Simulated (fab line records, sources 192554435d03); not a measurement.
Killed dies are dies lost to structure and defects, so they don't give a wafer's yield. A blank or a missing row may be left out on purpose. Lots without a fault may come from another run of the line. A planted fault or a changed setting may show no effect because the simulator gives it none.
A struck lot beside a sound one | flow n5_finfet | 27 steps out of a route of 1938
Sound: wafers L831.1, L831.2, L831.6. Struck: wafers L837.2, L837.4, L837.6. The cause comes at the end.
At each step with rows: each side's tool, then ch and its chambers, then its first start. Under that, the readings that differ: sound wafers | struck wafers | difference of the means | sigmas: that difference in standard deviations of wafers without a fault.
alike: readings whose means differ by less than 2 such deviations, and words and numbers that are the same on both sides. not compared: withheld readings, readings that some wafer has no value for, bounds like >300 that may hide the same value, and numbers for which the record gives no deviation and whose values overlap.
The two part at a step that has a row with sigmas, a row that says differs or no value, or rows on one side only. Numbers that don't overlap but have no deviation are shown without sigmas and don't part them. A reading that every wafer of one side lacks parts them only if that side has two wafers or more.

N5_BEOL_M0_SAQP_RECESS_104: chemistry HF/NH3, target SiO2, target depth 18 nm, afs cycles 3, sublimation time 60 s.
  sound on vapor_etch-01 ch 0,1, day 5 16:20; struck on vapor_etch-02 ch 0,1, day 6 22:09
  alike: drypump_motor_current_A
then, 1 step without rows for these wafers: N5_BEOL_M0_SAQP_COAT_105 (time 60 s, resist thk 100 nm).
N5_BEOL_M0_SAQP_ETCH_106: etches SOC in N2/H2, stops on SiNx, target depth 150 nm.
  sound on rie_diel-02 ch 1,2, day 5 16:47; struck on rie_diel-02 ch 1,2, day 6 22:43
  alike: drypump_motor_current_A, oes_product_au, rf_vpp_V, showerhead_plenum_p_Torr, throttle_valve_pct
  not compared: rf_hours_counter_h
N5_BEOL_M0_SAQP_ETCH_107: etches SiNx in CH3F/O2, target depth 30 nm.
  sound on rie_diel-02 ch 1,2, day 5 16:51; struck on rie_diel-02 ch 1,2, day 6 22:46
  alike: drypump_motor_current_A, oes_product_au, rf_vpp_V, showerhead_plenum_p_Torr, throttle_valve_pct
  not compared: rf_hours_counter_h
then, 1 step without rows for these wafers: N5_BEOL_M0_SAQP_STRIP_108 (strips in N2/H2).
N5_BEOL_M0_SAQP_RECESS_109: chemistry HF/NH3, target SiO2, target depth 3 nm, afs cycles 1, sublimation time 60 s.
  sound on vapor_etch-02 ch 0,1, day 5 16:57; struck on vapor_etch-01 ch 0,1, day 6 22:52
  alike: drypump_motor_current_A
then, 1 step without rows for these wafers: N5_BEOL_M0_SAQP_SPACER2_ALD_26 (deposits SiO2, target thk 15 nm, pulse time 1 s, purge time 2 s).
N5_BEOL_M0_SAQP_SPACER2_ETCHBACK_27: etches SiO2 in CHF3/O2, target depth 22.5 nm, time 11.25 s.
  sound on rie_diel-02 ch 0,2, day 5 17:38; struck on rie_diel-03 ch 0,1,3, day 6 23:36
  alike: drypump_motor_current_A, oes_product_au, rf_vpp_V, showerhead_plenum_p_Torr, throttle_valve_pct
  not compared: rf_hours_counter_h
then, 1 step without rows for these wafers: N5_BEOL_M0_SAQP_MANDREL2_REMOVE_110 (chemistry HBr/Cl2/O2, target a-Si, stops on SiCN, bt time 10 s).
N5_BEOL_M0_SAQP_CD_MEAS_29: target cd 14.4 nm.
  sound on cd_sem-03 ch 0, day 5 17:50; struck on cd_sem-01 ch 0, day 6 23:48
  alike: cd_nm
then, 2 steps without rows for these wafers: N5_BEOL_M0_SAQP_COAT_69 (time 60 s, resist thk 90 nm); N5_BEOL_M0_SAQP_COAT_72 (time 60 s, resist thk 15 nm).
N5_BEOL_M0_SAQP_COAT_87: time 60 s, resist thk 5 nm.
  sound on litho_track-03 ch 0, day 5 17:53; struck on litho_track-01 ch 0, day 6 23:50
  reading              | sound                | struck               | difference | sigmas
  spin_speed_rpm (rpm) | 1501.5 1502.0 1499.9 | 1607.6 1608.7 1607.7 | +106.9     | +89
  alike: chill_plate_temp_C
then, 6 steps without rows for these wafers: N5_BEOL_M0_SAQP_COAT_34 (resist thk 30 nm); N5_BEOL_M0_SAQP_EBR_36; N5_BEOL_M0_SAQP_SOFTBAKE_35 (time 60 s); N5_BEOL_M0_SAQP_EXPOSE_37 (exposes mask M0 CUT1, target cd 30 nm); N5_BEOL_M0_SAQP_PEB_38 (peb time 60 s); N5_BEOL_M0_SAQP_DEVELOP_39 (develop time 30 s).
N5_BEOL_M0_SAQP_CD_MEAS_40: target cd 30 nm.
  sound on cd_sem-03 ch 0, day 5 18:09; struck on cd_sem-01 ch 0, day 7 00:07
  alike: cd_nm
N5_BEOL_M0_SAQP_OVL_MEAS_41:
  sound on overlay-02 ch 0, day 5 18:11; struck on overlay-02 ch 0, day 7 00:08
  alike: M0_CUT1_OVL
N5_BEOL_M0_SAQP_INSPECT_42: inspects for defects (brightfield).
  sound on defect_inspect-02, day 5 18:14; struck on defect_inspect-01, day 7 00:11
  alike: raw_defect_count
then, 1 step without rows for these wafers: N5_BEOL_M0_SAQP_DESCUM_45 (chemistry O2, time 7 s).
N5_BEOL_M0_SAQP_ETCH_88: etches underlayer in N2/H2, target depth 6.5 nm, time 5.2 s.
  sound on rie_diel-06 ch 0,1, day 5 18:42; struck on rie_diel-06 ch 0,1,2, day 7 00:16
  reading                  | sound             | struck           | difference | sigmas
  model.etch.depth_nm (nm) | 5.004 5.005 5.006 | 4.833 4.825 4.84 | -0.172     |
  alike: drypump_motor_current_A, etch_rf_on_time_s, oes_product_au, rf_vpp_V, showerhead_plenum_p_Torr, throttle_valve_pct
  not compared: rf_hours_counter_h
then, 1 step without rows for these wafers: N5_BEOL_M0_SAQP_ETCH_73 (etches SiARC in CF4, target depth 19.5 nm, time 32.5 s).
N5_BEOL_M4_RC_MEAS_101:
  sound on prober-01 ch 0, day 7 14:34; struck on prober-02 ch 0, day 8 19:04
  alike: DIBL_N, DIBL_P, IOFF_N, IOFF_P, ION_N, ION_P, SS_N, SS_P, VT_N, VT_P
-- the record jumps here: 4 days lie between the struck wafers' starts before and after (it left off in module BEOL_M4 and takes up again in module PASSIVATION, whose first step shown is number 1936 of the route) --
N5_PASSIVATION_PROBE_49:
  the record has rows for the struck wafers here (prober-01, day 13 03:22) and none for the sound ones

WHERE THEY PART
First at N5_BEOL_M0_SAQP_COAT_87; last, within this record, at N5_PASSIVATION_PROBE_49.

WHY: what the simulator had put in
Process parameter drift: litho_track-01, from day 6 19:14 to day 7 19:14, at N5_BEOL_M0_SAQP_COAT_87. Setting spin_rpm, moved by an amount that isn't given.
